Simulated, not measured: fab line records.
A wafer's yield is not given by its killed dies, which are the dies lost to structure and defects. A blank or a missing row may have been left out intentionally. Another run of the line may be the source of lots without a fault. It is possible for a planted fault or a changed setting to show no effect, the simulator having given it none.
Chamber matching | flow n5Finfet | 4 sister chambers for N5_MIM_TOP_ETCH_STRIP_01 on rieDiel-03
The step strips in O2. 4 wafers are shown with their chamber, then 9 later ones without.

## WAFERS PAIRED WITH THEIR CHAMBERS
wafer  | chamber | showerheadPlenumPTorr (Torr)
L083.5 | 3       | 2.14
L085.2 | 0       | 2.22
L088.5 | 2       | 1.97
L088.6 | 1       | 2.18

## WAFERS WHOSE CHAMBER IS MISSING
wafer  | showerheadPlenumPTorr (Torr)
L084.1 | 2.14
L084.5 | 2.13
L084.6 | 2.21
L089.3 | 2.18
L089.4 | 2.21
L089.5 | 1.97
L092.2 | 2.18
L092.5 | 2.21
L092.6 | 2.13

## CHAMBER TAKEN BY EACH
wafer  | from the rows above | in truth
L084.1 | 3                   | 3
L084.5 | 3                   | 3
L084.6 | 0                   | 0
L089.3 | 1                   | 1
L089.4 | 0                   | 0
L089.5 | 2                   | 2
L092.2 | 1                   | 1
L092.5 | 0                   | 0
L092.6 | 3                   | 3
Placed correctly: 9 of 9. Not placeable from these rows: 0. Placed wrongly: 0.
How it was worked out, from the rows above alone: a wafer's distance from a chamber is the root of the sum, over the readings, of the square of ((its reading less the chamber's mean) divided by the reading's scatter). If the next closest chamber is less than 2 further off than the closest, the wafer can't be placed; otherwise it belongs to the closest. Each chamber's mean is taken over the wafers shown for it. The scatter: root of mean squared gap, hidden wafer to nearest shown wafer, with one shown wafer a chamber.
